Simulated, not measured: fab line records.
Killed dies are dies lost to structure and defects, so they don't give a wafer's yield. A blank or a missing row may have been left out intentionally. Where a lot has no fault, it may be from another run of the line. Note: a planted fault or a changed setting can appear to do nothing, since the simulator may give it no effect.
Split-lot experiment -- flow n5_finfet -- on a route of 1938 steps: 7 lots, 21 wafers read

ABOUT THE SPLIT
At N5_BEOL_M12_SPUTTER_44 (material Ta, target thk 10 nm, time 16.13 s), the setting time_s was moved away from the recipe's 16.13 s on 10 of the 21 wafers read, by -11.6% to +13.1%. For the rest of the wafers, this setting stayed at what the recipe calls for.

Reading taken at the split's own step.

THE READING
Ta_of_BEOL_M12_SPUTTER_44.thk_nm (the simulator's own value, which no gauge read), in nm, at N5_BEOL_M12_SPUTTER_44 (material Ta, target thk 10 nm, time 16.13 s). The file gives no usual value for it. Across the 11 wafers here that went through the recipe, the average is 10.0 nm and the standard deviation 0.17 nm.

wafer,"tool, chamber at the split","time_s as run, s",against the recipe,"Ta_of_BEOL_M12_SPUTTER_44.thk_nm, nm",against lot-mates on the recipe
L076.4,"pvd_sputter-01, -",16.13,recipe,10,-
L076.5,"pvd_sputter-01, -",16.13,recipe,10,-
L076.6,"pvd_sputter-01, -",18.24,+13.1%,11.4,+1.4
L075.2,"pvd_sputter-01, -",16.13,recipe,10.2,-
L075.6,"pvd_sputter-01, -",16.13,recipe,10.2,-
L075.5,"pvd_sputter-01, -",16.13,recipe,10.4,-
L081.2,"pvd_sputter-02, -",16.13,recipe,10,-
L081.4,"pvd_sputter-02, -",16.13,recipe,10,-
L081.3,"pvd_sputter-02, -",14.26,-11.6%,9,-1.0
L083.4,"pvd_sputter-03, -",16.13,recipe,10,-
L083.5,"pvd_sputter-03, -",16.13,recipe,10,-
L083.6,"pvd_sputter-03, -",17.92,+11.1%,11,+1.0
L082.1,"pvd_sputter-03, -",16.8,+4.2%,10.2,+0.4
L082.3,"pvd_sputter-03, -",16.8,+4.2%,10.4,+0.6
L082.5,"pvd_sputter-03, -",16.13,recipe,9.8,-
L097.2,"pvd_sputter-01, -",14.67,-9.1%,8.8,no lot-mate on the recipe
L097.3,"pvd_sputter-01, -",14.67,-9.1%,8.8,no lot-mate on the recipe
L097.5,"pvd_sputter-01, -",14.67,-9.1%,9,no lot-mate on the recipe
L096.2,"pvd_sputter-01, -",15.48,-4.0%,9.2,-0.6
L096.3,"pvd_sputter-01, -",15.48,-4.0%,9.4,-0.4
L096.4,"pvd_sputter-01, -",16.13,recipe,9.8,-

FIT RESULTS
A straight line over all 21 wafers: Ta_of_BEOL_M12_SPUTTER_44.thk_nm changes by +0.107 nm for each +1% of time_s; r = +0.96; the points scatter about the line by 0.19 nm.
The same after taking each lot's own level away (the mean of its wafers on the recipe; 18 wafers): +0.0991 nm for each +1%; r = +0.99; scatter 0.095 nm.
Per that fit: largest time_s move, reading shift of 1.3 nm.
The lots' own levels span 9.80 to 10.27 nm, that is 2.8 times the standard deviation above.
Consequently the slope shifts little with the lot-to-lot level, the two slopes agreeing.
Check: +1.25 nm against its lot-mates is what the line predicts for one of the wafers moved furthest among these (+13.1%) when that wafer is left out of the fit. It came out at +1.4 nm against them.

OTHER SPLITS ON THESE WAFERS
Before the reading, these wafers also passed through other splits. Each is held against what the fit with the lots' levels taken away leaves over:
other split on the same wafers,wafers away from the commonest value,r with Ta_of_BEOL_M12_SPUTTER_44.thk_nm (lot level and that fit taken away)
N5_BEOL_M8_ETCH_62 time_s,7,-0.09
N5_BEOL_M10_COAT_64 spin_rpm,6,+0.23
N5_BEOL_M10_EXPOSE_25 dose_mj,7,-0.05
N5_BEOL_M12_ETCH_59 bias_w,10,+0.11
N5_BEOL_M12_ETCH_68 time_s,7,+0.02

THE FILE'S OWN FIT
Ta_of_BEOL_M12_SPUTTER_44.thk_nm changes by +0.0976 nm for each +1% of time_s, r = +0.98.
